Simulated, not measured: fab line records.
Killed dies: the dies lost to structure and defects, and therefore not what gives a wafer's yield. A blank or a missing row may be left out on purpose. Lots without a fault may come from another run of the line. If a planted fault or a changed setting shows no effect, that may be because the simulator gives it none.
fab line records	flow n5_finfet
record: lots: 24	wafers: 72	last_day: 17
route steps=1938 shown ZERO_LAYER@16 WELL_APT@30 PMOS_HMC_CHANNEL_EPI@66 FIN_SAQP@94 FIN_CUT@172
lots with no fault: from the same line, run without faults
start_h: start of the lot's first displayed wafer, in hours after the record's first day	wait_h: time in hours since the lot's previous step	" same as the row above	L1.1+2: a row that stands for several wafers	- value missing, or start not given	* or withheld: withheld	< > ~ a bound
route shown NAME@n: NAME is a module with steps in the file, n the number in the route of the first one	usual: average and standard deviation across the fault-free wafers	same: alike in all rows	chamber/n: place in a boat	sites: the reading at each site	_std_site: standard deviation across them	_edge_site: inner sites' mean taken away from outer sites' mean	radius_mm: how far each site lies from the wafer's centre	mask NAME#n: copy n	behind: the most recent tool/chamber to have shaped the wafer	hold: the reason the lot was held/the length of the hold in hours/how it ended	device: which transistor (n, p or np) failed to switch	end of line: the same wafers' tests at the end of the route	for a step that has no rows: nothing shown but its recipe	killed: the dies lost at the first sort to structure and to defects; this is not the yield of the wafer	map: a wafer's dies, x killed, . not, _ none there
set.NAME: the setting the step ran with; set.NAME@STEP: the setting that earlier step ran with	model.NAME: the simulator's own value behind a step, which no gauge read
a sample of lots followed through the steps of the route, with each step as a table and each wafer as a row
services: the hour from which a tool's chamber was out of use, counted from the record's first day as start_h (under 0 if before that day), plus the number of hours and why
== steps ==
step: N5_ZERO_LAYER_ETCH_18
recipe: chemistry: HBr/Cl2	target: Si	target_depth_a: 1200	time_s: 40	pressure_mtorr: 10	icp_w: 800	bias_w: 75	HBr_flow_sccm: 150	Cl2_flow_sccm: 80
usual: drypump_motor_current_A: 5.8/0.41	oes_product_au: 0.997/0.017	throttle_valve_pct: 36.0/0.38
lot.wafer	tool	chamber	start_h	wait_h	drypump_motor_current_A	oes_product_au	rf_hours_counter_h	throttle_valve_pct
L074.1	rie_si-02	0	12.96	0.0	6.2	0.994	100	36.0
L074.3	"	2	"	"	5.5	0.990	49	36.5
L074.6	"	0	"	"	6.2	0.985	-	36.0
L075.1	rie_si-03	2	18.79	0.0	5.6	0.988	128	35.5
L075.4	"	3	"	"	5.2	1.008	80	36.5
L075.5	"	2	"	"	5.6	0.988	-	35.6
L076.4	rie_si-02	2	24.79	0.0	5.4	0.987	49	36.6
L076.5	"	1	"	"	6.0	0.978	-	35.9
L076.6	"	0	"	"	6.2	0.996	-	36.0
L077.2	rie_si-05	1	31.00	0.0	6.1	1.005	18	35.8
L077.3	"	0	"	"	6.0	1.005	86	36.8
L077.6	"	3	"	"	6.1	0.995	-	36.4
L078.1	rie_si-03	1	37.03	0.1	6.5	1.029	10	35.9
L078.5	"	3	"	"	5.2	1.013	-	36.5
L078.6	"	2	"	"	5.6	0.989	-	35.6
L079.1	rie_si-03	2	42.79	0.0	5.6	0.987	128	35.6
L079.4	"	0	"	"	5.5	0.973	190	35.6
L079.5	"	2	"	"	5.6	0.996	-	35.6
L080.3	rie_si-03	3	48.80	0.0	5.2	1.005	81	36.5
L080.4	"	0	"	"	5.5	0.975	190	35.6
L080.5	"	2	"	"	5.6	0.988	-	35.6
L081.2	rie_si-03	2	54.91	0.0	5.6	0.989	128	35.6
L081.3	"	0	"	"	5.5	0.972	190	35.6
L081.6	"	1	"	"	6.4	1.030	-	36.0
L082.3	rie_si-03	2	60.79	0.0	5.6	0.988	128	35.6
L082.5	"	3	"	"	5.2	1.003	-	36.5
L082.6	"	0	"	"	5.5	0.969	-	35.6
L083.2	rie_si-05	2	66.79	0.0	6.3	1.025	44	36.7
L083.3	"	0	"	"	6.1	1.010	87	36.8
L083.5	"	0	"	"	6.1	1.016	-	36.8
L084.2	rie_si-02	1	73.10	0.0	6.0	0.977	145	35.9
L084.3	"	3	"	"	5.6	0.991	97	36.0
L084.5	"	1	"	"	6.0	0.988	-	35.9
L085.1	rie_si-02	0	79.65	0.0	6.2	0.992	101	36.0
L085.4	"	3	"	"	5.6	0.990	97	36.0
L085.5	"	3	"	"	5.6	0.990	-	35.9
L086.2	rie_si-02	1	85.12	0.0	6.0	0.982	146	35.9
L086.3	"	0	"	"	6.2	0.991	101	36.0
L086.6	"	0	"	"	6.2	0.996	-	36.0
L087.1	rie_si-02	2	90.95	0.0	5.4	0.989	50	36.6
L087.5	"	1	"	"	6.0	0.984	-	35.9
L087.6	"	2	"	"	5.4	0.990	-	36.6
L088.4	rie_si-03	1	96.91	0.0	6.4	1.025	11	35.9
L088.5	"	1	"	"	6.4	1.031	-	36.0
L088.6	"	2	"	"	5.6	0.981	-	35.5
L089.1	rie_si-03	3	102.91	0.0	5.1	1.005	82	36.6
L089.3	"	0	"	"	5.5	0.980	191	35.6
L089.5	"	2	"	"	5.6	0.991	-	35.6
L090.4	rie_si-02	1	108.93	0.0	5.9	0.975	146	35.9
L090.5	"	0	"	"	6.2	0.981	-	36.0
L090.6	"	1	"	"	6.0	0.974	-	35.9
L091.2	rie_si-03	3	114.92	0.0	5.2	1.001	82	36.6
L091.4	"	2	"	"	5.6	0.977	129	35.6
L091.6	"	0	"	"	5.5	0.979	-	35.6
L092.1	rie_si-03	0	121.32	0.0	5.5	0.974	192	35.6
L092.2	"	2	"	"	5.6	0.980	130	35.6
L092.3	"	1	"	"	6.5	1.036	11	35.9
L093.2	rie_si-03	0	126.79	0.0	5.5	0.982	192	35.6
L093.4	"	2	"	"	5.6	0.988	-	35.6
L093.5	"	1	"	"	6.4	1.025	-	36.0
L094.1	rie_si-03	0	132.99	0.0	5.5	0.970	192	35.6
L094.4	"	1	"	"	6.4	1.026	11	35.9
L094.5	"	2	"	"	5.6	0.981	-	35.6
L095.2	rie_si-02	2	138.79	0.0	5.4	1.003	51	36.5
L095.5	"	2	"	"	5.4	0.999	-	36.5
L095.6	"	3	"	"	5.6	0.998	-	36.0
L096.2	rie_si-05	2	144.79	0.0	6.4	1.024	46	36.7
L096.4	"	0	"	"	6.0	1.016	88	36.8
L096.5	"	1	"	"	6.1	1.009	-	35.8
L097.3	rie_si-03	2	150.91	0.0	5.6	0.986	130	35.6
L097.4	"	0	"	"	5.5	0.974	192	35.6
L097.5	"	0	"	"	5.5	0.978	-	35.6
step: N5_ZERO_LAYER_INSPECT_20
recipe: inspect_instrument: darkfield	mode: post_clean
usual: raw_defect_count: 43/21
lot.wafer	tool	chamber	start_h	wait_h	raw_defect_count
L074.1	defect_inspect-02	-	13.68	0.0	38
L074.3	"	-	"	"	25
L074.6	"	-	"	"	44
L075.1	defect_inspect-02	-	19.28	0.0	35
L075.4	"	-	"	"	33
L075.5	"	-	"	"	70
L076.4	defect_inspect-02	-	25.25	0.0	56
L076.5	"	-	"	"	36
L076.6	"	-	"	"	20
L077.2	defect_inspect-01	-	31.49	0.0	22
L077.3	"	-	"	"	25
L077.6	"	-	"	"	25
L078.1	defect_inspect-02	-	37.50	0.0	53
L078.5	"	-	"	"	36
L078.6	"	-	"	"	33
L079.1	defect_inspect-02	-	43.27	0.0	48
L079.4	"	-	"	"	64
L079.5	"	-	"	"	64
L080.3	defect_inspect-01	-	49.27	0.0	64
L080.4	"	-	"	"	77
L080.5	"	-	"	"	27
L081.2	defect_inspect-01	-	55.38	0.0	29
L081.3	"	-	"	"	21
L081.6	"	-	"	"	43
L082.3	defect_inspect-01	-	61.26	0.0	41
L082.5	"	-	"	"	34
L082.6	"	-	"	"	55
L083.2	defect_inspect-01	-	67.25	0.0	44
L083.3	"	-	"	"	62
L083.5	"	-	"	"	40
L084.2	defect_inspect-02	-	73.58	0.0	25
L084.3	"	-	"	"	34
L084.5	"	-	"	"	36
L085.1	defect_inspect-01	-	80.13	0.0	25
L085.4	"	-	"	"	25
L085.5	"	-	"	"	24
L086.2	defect_inspect-02	-	86.01	0.0	82
L086.3	"	-	"	"	61
L086.6	"	-	"	"	67
L087.1	defect_inspect-01	-	91.42	0.0	72
L087.5	"	-	"	"	63
L087.6	"	-	"	"	30
L088.4	defect_inspect-02	-	97.38	0.0	19
L088.5	"	-	"	"	31
L088.6	"	-	"	"	22
L089.1	defect_inspect-02	-	103.38	0.0	28
L089.3	"	-	"	"	44
L089.5	"	-	"	"	25
L090.4	defect_inspect-02	-	109.42	0.0	22
L090.5	"	-	"	"	29
L090.6	"	-	"	"	24
L091.2	defect_inspect-02	-	115.46	0.0	62
L091.4	"	-	"	"	59
L091.6	"	-	"	"	54
L092.1	defect_inspect-02	-	121.78	0.0	87
L092.2	"	-	"	"	38
L092.3	"	-	"	"	52
L093.2	defect_inspect-01	-	127.25	0.0	30
L093.4	"	-	"	"	24
L093.5	"	-	"	"	44
L094.1	defect_inspect-02	-	133.45	0.0	24
L094.4	"	-	"	"	21
L094.5	"	-	"	"	46
L095.2	defect_inspect-02	-	139.30	0.0	38
L095.5	"	-	"	"	34
L095.6	"	-	"	"	54
L096.2	defect_inspect-01	-	145.28	0.0	28
L096.4	"	-	"	"	123
L096.5	"	-	"	"	67
L097.3	defect_inspect-02	-	151.38	0.0	35
L097.4	"	-	"	"	47
L097.5	"	-	"	"	39
step: N5_WELL_APT_INSPECT_10
recipe: mode: adi	inspect_instrument: macro
usual: raw_defect_count: 2.1/1.3
lot.wafer	tool	chamber	start_h	wait_h	raw_defect_count
L074.1	defect_inspect-02	-	14.16	0.0	1
L074.3	"	-	"	"	4
L074.6	"	-	"	"	3
L075.1	defect_inspect-02	-	19.64	0.0	3
L075.4	"	-	"	"	2
L075.5	"	-	"	"	1
L076.4	defect_inspect-02	-	25.74	0.0	5
L076.5	"	-	"	"	1
L076.6	"	-	"	"	2
L077.2	defect_inspect-01	-	31.85	0.0	3
L077.3	"	-	"	"	0
L077.6	"	-	"	"	0
L078.1	defect_inspect-01	-	37.98	0.0	1
L078.5	"	-	"	"	1
L078.6	"	-	"	"	2
L079.1	defect_inspect-02	-	43.76	0.0	1
L079.4	"	-	"	"	2
L079.5	"	-	"	"	3
L080.3	defect_inspect-02	-	49.63	0.0	1
L080.4	"	-	"	"	3
L080.5	"	-	"	"	2
L081.2	defect_inspect-02	-	55.74	0.0	1
L081.3	"	-	"	"	1
L081.6	"	-	"	"	1
L082.3	defect_inspect-01	-	61.61	0.0	0
L082.5	"	-	"	"	1
L082.6	"	-	"	"	3
L083.2	defect_inspect-01	-	67.73	0.0	1
L083.3	"	-	"	"	3
L083.5	"	-	"	"	3
L084.2	defect_inspect-02	-	73.95	0.0	2
L084.3	"	-	"	"	0
L084.5	"	-	"	"	1
L085.1	defect_inspect-02	-	80.48	0.0	1
L085.4	"	-	"	"	4
L085.5	"	-	"	"	2
L086.2	defect_inspect-02	-	86.36	0.0	2
L086.3	"	-	"	"	5
L086.6	"	-	"	"	2
L087.1	defect_inspect-02	-	91.78	0.0	2
L087.5	"	-	"	"	2
L087.6	"	-	"	"	2
L088.4	defect_inspect-01	-	97.86	0.0	1
L088.5	"	-	"	"	2
L088.6	"	-	"	"	3
L089.1	defect_inspect-01	-	103.86	0.0	2
L089.3	"	-	"	"	1
L089.5	"	-	"	"	1
L090.4	defect_inspect-01	-	109.90	0.0	1
L090.5	"	-	"	"	4
L090.6	"	-	"	"	4
L091.2	defect_inspect-02	-	115.95	0.0	3
L091.4	"	-	"	"	1
L091.6	"	-	"	"	2
L092.1	defect_inspect-02	-	122.14	0.0	1
L092.2	"	-	"	"	3
L092.3	"	-	"	"	1
L093.2	defect_inspect-02	-	127.73	0.0	4
L093.4	"	-	"	"	2
L093.5	"	-	"	"	4
L094.1	defect_inspect-01	-	133.93	0.0	2
L094.4	"	-	"	"	1
L094.5	"	-	"	"	2
L095.2	defect_inspect-02	-	139.65	0.0	3
L095.5	"	-	"	"	1
L095.6	"	-	"	"	2
L096.2	defect_inspect-02	-	145.64	0.0	5
L096.4	"	-	"	"	3
L096.5	"	-	"	"	3
L097.3	defect_inspect-02	-	151.74	0.0	2
L097.4	"	-	"	"	0
L097.5	"	-	"	"	1
step: N5_PMOS_HMC_CHANNEL_EPI_OVL_MEAS_10
recipe: points_per_wafer: 44
usual: PMOS_HMC_BLK_OVL: 0.5/0.74
same: points_per_wafer: 44
lot.wafer	tool	chamber	start_h	wait_h	PMOS_HMC_BLK_OVL[nm]
L074.1	overlay-02	0	17.69	0.0	-0.1
L074.3	"	0	"	"	-0.3
L074.6	"	0	"	"	0.0
L075.1	overlay-02	0	24.84	0.0	2.1
L075.4	"	0	"	"	0.5
L075.5	"	0	"	"	0.2
L076.4	overlay-02	0	30.50	0.0	0.2
L076.5	"	0	"	"	0.5
L076.6	"	0	"	"	-0.5
L077.2	overlay-02	0	35.36	0.0	0.1
L077.3	"	0	"	"	0.8
L077.6	"	0	"	"	1.0
L078.1	overlay-02	0	42.27	0.0	0.0
L078.5	"	0	"	"	-0.6
L078.6	"	0	"	"	-0.5
L079.1	overlay-02	0	47.45	0.0	0.3
L079.4	"	0	"	"	0.0
L079.5	"	0	"	"	0.6
L080.3	overlay-01	0	57.33	0.0	-0.3
L080.4	"	0	"	"	0.9
L080.5	"	0	"	"	0.7
L081.2	overlay-02	0	59.14	0.0	0.6
L081.3	"	0	"	"	0.7
L081.6	"	0	"	"	0.2
L082.3	overlay-02	0	65.20	0.0	0.2
L082.5	"	0	"	"	-0.3
L082.6	"	0	"	"	-0.5
L083.2	overlay-02	0	70.90	0.0	0.1
L083.3	"	0	"	"	1.5
L083.5	"	0	"	"	-0.3
L084.2	overlay-01	0	78.34	0.0	0.8
L084.3	"	0	"	"	0.9
L084.5	"	0	"	"	1.4
L085.1	overlay-02	0	83.74	0.0	0.8
L085.4	"	0	"	"	1.8
L085.5	"	0	"	"	1.1
L086.2	overlay-02	0	89.81	0.0	0.5
L086.3	"	0	"	"	1.8
L086.6	"	0	"	"	0.4
L087.1	overlay-02	0	95.17	0.0	0.5
L087.5	"	0	"	"	-1.0
L087.6	"	0	"	"	0.6
L088.4	overlay-01	0	101.30	0.0	0.6
L088.5	"	0	"	"	0.8
L088.6	"	0	"	"	0.9
L089.1	overlay-02	0	107.13	0.0	0.0
L089.3	"	0	"	"	0.1
L089.5	"	0	"	"	-0.1
L090.4	overlay-02	0	113.24	0.0	2.3
L090.5	"	0	"	"	1.2
L090.6	"	0	"	"	1.1
L091.2	overlay-02	0	119.78	0.0	1.5
L091.4	"	0	"	"	1.5
L091.6	"	0	"	"	0.0
L092.1	overlay-01	0	126.46	0.0	0.7
L092.2	"	0	"	"	0.4
L092.3	"	0	"	"	-0.5
L093.2	overlay-02	0	131.50	0.0	1.4
L093.4	"	0	"	"	1.8
L093.5	"	0	"	"	2.6
L094.1	overlay-01	0	137.52	0.0	-0.5
L094.4	"	0	"	"	0.2
L094.5	"	0	"	"	0.6
L095.2	overlay-01	0	142.91	0.0	0.6
L095.5	"	0	"	"	1.6
L095.6	"	0	"	"	-0.1
L096.2	overlay-01	0	148.86	0.0	0.9
L096.4	"	0	"	"	0.7
L096.5	"	0	"	"	0.5
L097.3	overlay-01	0	155.58	0.0	-0.7
L097.4	"	0	"	"	0.6
L097.5	"	0	"	"	0.3
step: N5_FIN_SAQP_ALD_61
recipe: material: SiO2	target_thk_a: 40	temp_c: 300	ald_precursor_family: BDEAS	ald_co_reactant: O2-plasma	pulse_time_s: 1	purge_time_s: 2	co_reactant_purge_time_s: 2	ald_cycles: 43	pressure_torr: 2
usual: heater_power_w: 481/40	precursor_pulse_height_rel: 0.999/0.019
lot.wafer	tool	chamber	start_h	wait_h	heater_power_w	precursor_pulse_height_rel
L074.1	ald_sin-03	1	21.30	0.0	454	1.008
L074.3	"	3	"	"	500	0.988
L074.6	"	3	"	"	500	1.008
L075.1	ald_sin-02	1	28.29	0.3	484	1.018
L075.4	"	2	"	"	476	0.985
L075.5	"	0	"	"	430	0.995
L076.4	ald_sin-02	1	33.64	0.1	482	1.003
L076.5	"	3	"	"	472	1.020
L076.6	"	0	"	"	432	1.021
L077.2	ald_sin-03	3	38.36	0.0	503	1.000
L077.3	"	0	"	"	462	0.980
L077.6	"	3	"	"	499	0.976
L078.1	ald_sin-02	3	48.78	1.3	450	0.995
L078.5	"	1	"	"	476	0.994
L078.6	"	2	"	"	473	0.976
L079.1	ald_sin-03	1	50.40	0.1	451	1.002
L079.4	"	0	"	"	458	0.993
L079.5	"	0	"	"	470	0.998
L080.3	ald_sin-03	1	61.90	1.0	457	1.013
L080.4	"	2	"	"	556	0.991
L080.5	"	3	"	"	512	0.961
L081.2	ald_sin-03	0	62.71	0.2	465	1.012
L081.3	"	2	"	"	561	1.050
L081.6	"	1	"	"	468	1.005
L082.3	ald_sin-01	1	68.60	0.0	561	1.022
L082.5	"	1	"	"	563	1.011
L082.6	"	0	"	"	506	0.977
L083.2	ald_sin-02	2	73.87	0.1	481	1.029
L083.3	"	3	"	"	474	1.012
L083.5	"	1	"	"	486	0.977
L084.2	ald_sin-02	0	82.71	0.7	438	1.020
L084.3	"	2	"	"	478	1.023
L084.5	"	3	"	"	476	1.007
L085.1	ald_sin-01	2	87.44	0.0	475	0.965
L085.4	"	1	"	"	553	0.992
L085.5	"	3	"	"	464	1.007
L086.2	ald_sin-02	1	93.36	0.3	481	0.976
L086.3	"	3	"	"	479	0.977
L086.6	"	1	"	"	484	0.985
L087.1	ald_sin-02	3	100.24	2.1	474	1.023
L087.5	"	3	"	"	472	1.023
L087.6	"	0	"	"	429	0.985
L088.4	ald_sin-03	2	104.22	0.0	547	0.997
L088.5	"	0	"	"	445	1.009
L088.6	"	3	"	"	499	0.993
L089.1	ald_sin-03	2	111.51	1.5	555	0.993
L089.3	"	0	"	"	427	1.045
L089.5	"	2	"	"	562	0.999
L090.4	ald_sin-02	2	116.45	0.2	472	0.993
L090.5	"	1	"	"	491	1.038
L090.6	"	0	"	"	439	1.015
L091.2	ald_sin-03	1	123.63	0.0	434	1.023
L091.4	"	0	"	"	432	0.972
L091.6	"	2	"	"	544	0.952
L092.1	ald_sin-03	1	129.66	0.0	440	0.983
L092.2	"	2	"	"	565	1.012
L092.3	"	1	"	"	435	0.988
L093.2	ald_sin-01	3	134.73	0.1	462	1.014
L093.4	"	0	"	"	504	1.009
L093.5	"	2	"	"	485	1.025
L094.1	ald_sin-03	1	140.70	0.2	449	1.028
L094.4	"	0	"	"	439	0.993
L094.5	"	2	"	"	543	1.014
L095.2	ald_sin-03	1	145.95	0.0	452	1.013
L095.5	"	3	"	"	512	0.973
L095.6	"	2	"	"	556	0.994
L096.2	ald_sin-03	3	152.22	0.0	516	0.977
L096.4	"	0	"	"	441	0.974
L096.5	"	2	"	"	548	0.996
L097.3	ald_sin-03	1	159.84	0.4	452	0.972
L097.4	"	3	"	"	497	1.024
L097.5	"	1	"	"	447	0.988
step: N5_FIN_CUT_STRIP_24
recipe: chemistry: CF4	resist: SiARC	power_w: 300	bias_power_w: 75	pressure_mtorr: 50	cf4_flow_sccm: 150	rf_frequency_hz: 6e+07
usual: drypump_motor_current_A: 5.9/0.41	oes_product_au: 0.79/0.088	rf_vpp_V: 270.6/1.3	showerhead_plenum_p_Torr: 1.77/0.041	throttle_valve_pct: 13.50/0.26
lot.wafer	tool	chamber	start_h	wait_h	drypump_motor_current_A	oes_product_au	rf_hours_counter_h	rf_vpp_V	showerhead_plenum_p_Torr	throttle_valve_pct
L074.1	rie_diel-03	0	29.98	0.0	6.6	0.71	191	270.3	1.80	13.80
L074.3	"	1	"	"	4.7	0.68	243	270.2	1.79	14.18
L074.6	"	0	"	"	6.5	0.71	-	271.7	1.80	13.78
L075.1	rie_diel-05	1	35.84	0.0	5.4	0.91	10	272.5	1.83	13.16
L075.4	"	0	"	"	6.4	0.81	57	270.1	1.75	13.55
L075.5	"	2	"	"	5.8	0.95	-	272.8	1.81	12.94
L076.4	rie_diel-05	1	41.15	0.0	5.4	0.90	12	272.6	1.83	13.17
L076.5	"	2	"	"	5.7	0.94	-	273.7	1.81	12.96
L076.6	"	3	"	"	5.5	0.68	-	273.0	1.85	13.87
L077.2	rie_diel-01	1	45.49	0.0	5.7	0.70	189	269.4	1.71	13.66
L077.3	"	0	"	"	6.0	0.78	112	270.3	1.80	13.56
L077.6	"	3	"	"	6.3	0.79	-	269.3	1.74	13.45
L078.1	rie_diel-01	1	55.82	0.0	5.7	0.69	192	269.4	1.71	13.66
L078.5	"	3	"	"	6.3	0.79	-	269.8	1.74	13.44
L078.6	"	1	"	"	5.7	0.70	-	270.5	1.71	13.65
L079.1	rie_diel-05	1	57.41	0.0	5.4	0.90	15	272.8	1.83	13.16
L079.4	"	3	"	"	5.5	0.67	237	271.6	1.85	13.89
L079.5	"	2	"	"	5.7	0.94	-	272.0	1.81	12.96
L080.3	rie_diel-03	2	70.75	0.0	5.2	0.74	163	271.8	1.79	13.68
L080.4	"	3	"	"	6.4	0.66	-	269.7	1.79	13.61
L080.5	"	2	"	"	5.2	0.74	-	271.4	1.79	13.70
L081.2	rie_diel-05	0	71.25	0.0	6.4	0.80	67	269.5	1.75	13.57
L081.3	"	1	"	"	5.4	0.88	19	272.0	1.83	13.18
L081.6	"	1	"	"	5.5	0.88	-	271.9	1.83	13.19
L082.3	rie_diel-01	0	75.15	0.0	6.0	0.77	121	271.0	1.80	13.58
L082.5	"	3	"	"	6.3	0.79	-	269.1	1.74	13.46
L082.6	"	2	"	"	5.6	0.94	-	269.8	1.75	13.22
L083.2	rie_diel-01	2	84.85	0.0	5.6	0.92	8	270.5	1.75	13.25
L083.3	"	3	"	"	6.3	0.78	96	269.9	1.74	13.47
L083.5	"	0	"	"	6.0	0.77	-	269.9	1.80	13.58
L084.2	rie_diel-05	0	89.64	0.0	6.4	0.80	72	270.8	1.75	13.57
L084.3	"	3	"	"	5.5	0.67	247	271.3	1.84	13.91
L084.5	"	3	"	"	5.5	0.67	-	271.9	1.84	13.90
L085.1	rie_diel-01	1	95.26	0.0	5.7	0.69	206	269.1	1.71	13.68
L085.4	"	3	"	"	6.3	0.78	99	267.9	1.74	13.48
L085.5	"	1	"	"	5.7	0.69	-	269.3	1.71	13.70
L086.2	rie_diel-05	1	102.49	0.0	5.4	0.86	29	271.5	1.83	13.21
L086.3	"	2	"	"	5.7	0.90	22	273.1	1.81	12.98
L086.6	"	0	"	"	6.4	0.79	-	269.1	1.75	13.59
L087.1	rie_diel-01	2	106.55	0.0	5.6	0.90	15	271.6	1.75	13.25
L087.5	"	3	"	"	6.3	0.77	-	271.6	1.74	13.47
L087.6	"	2	"	"	5.6	0.91	-	270.9	1.75	13.24
L088.4	rie_diel-01	0	110.95	0.0	6.0	0.76	133	271.0	1.79	13.62
L088.5	"	2	"	"	5.6	0.90	-	271.7	1.75	13.25
L088.6	"	1	"	"	5.7	0.69	-	269.5	1.71	13.69
L089.1	rie_diel-03	3	118.25	0.0	6.4	0.94	5	269.5	1.78	13.09
L089.3	"	0	"	"	6.5	0.70	220	268.7	1.79	13.85
L089.5	"	3	"	"	6.4	0.93	-	268.7	1.78	13.09
L090.4	rie_diel-05	1	123.04	0.0	5.4	0.85	36	271.6	1.82	13.22
L090.5	"	1	"	"	5.4	0.85	-	272.4	1.82	13.23
L090.6	"	2	"	"	5.7	0.90	-	272.0	1.81	13.00
L091.2	rie_diel-01	0	132.44	0.0	6.0	0.76	139	271.0	1.79	13.64
L091.4	"	1	"	"	5.7	0.68	217	269.1	1.71	13.71
L091.6	"	2	"	"	5.6	0.89	-	270.0	1.75	13.27
L092.1	rie_diel-01	1	137.23	0.0	5.7	0.68	219	270.3	1.71	13.73
L092.2	"	0	"	"	6.0	0.76	141	271.9	1.79	13.63
L092.3	"	2	"	"	5.6	0.89	23	270.5	1.74	13.27
L093.2	rie_diel-01	2	141.49	0.0	5.6	0.88	25	270.3	1.74	13.27
L093.4	"	1	"	"	5.7	0.68	220	268.2	1.71	13.72
L093.5	"	2	"	"	5.6	0.87	-	271.3	1.74	13.28
L094.1	rie_diel-01	2	147.31	0.0	5.6	0.87	26	269.4	1.74	13.27
L094.4	"	0	"	"	6.0	0.75	144	271.3	1.79	13.64
L094.5	"	0	"	"	6.0	0.75	-	271.7	1.79	13.64
L095.2	rie_diel-01	3	152.63	0.0	6.3	0.76	118	271.6	1.74	13.52
L095.5	"	0	"	"	6.0	0.75	-	271.3	1.79	13.65
L095.6	"	1	"	"	5.7	0.67	-	269.2	1.71	13.73
L096.2	rie_diel-01	1	159.24	0.0	5.7	0.68	226	270.2	1.70	13.72
L096.4	"	3	"	"	6.3	0.77	120	269.8	1.73	13.53
L096.5	"	0	"	"	6.0	0.74	-	271.6	1.79	13.66
L097.3	rie_diel-01	1	166.32	0.0	5.7	0.67	228	270.6	1.70	13.76
L097.4	"	2	"	"	5.6	0.87	-	269.7	1.74	13.28
L097.5	"	0	"	"	6.0	0.75	-	269.9	1.79	13.66
== services ==
tool	chamber	start_h	hours	kind
rie_diel-01	-	-10.86	2.8	pm
ald_sin-02	-	-6.00	14.0	pm
rie_diel-03	-	3.42	0.6	repair
rie_si-05	-	5.08	14.6	pm
rie_si-03	-	5.76	2.8	pm
ald_sin-03	2	19.68	6.3	repair
rie_diel-05	2	21.66	3.6	repair
rie_si-05	2	22.89	26.5	repair
rie_si-02	1	26.71	5.8	repair
rie_diel-01	2	27.19	-	clean
ald_sin-02	-	61.63	6.1	pm
rie_si-03	1	77.27	4.5	repair
rie_diel-05	2	84.23	6.4	repair
ald_sin-03	-	85.78	14.0	pm
rie_diel-03	3	101.94	3.8	repair
rie_si-03	3	118.07	9.2	repair
ald_sin-03	3	119.68	10.7	repair
rie_si-02	0	123.21	20.2	repair
rie_si-02	1	123.39	32.4	repair
rie_diel-01	2	125.19	5.3	repair
rie_diel-03	3	130.46	6.6	repair
rie_si-05	2	145.28	15.9	repair
rie_si-03	3	152.62	1.6	repair
rie_diel-05	3	157.68	15.8	repair
== key ==
fault none
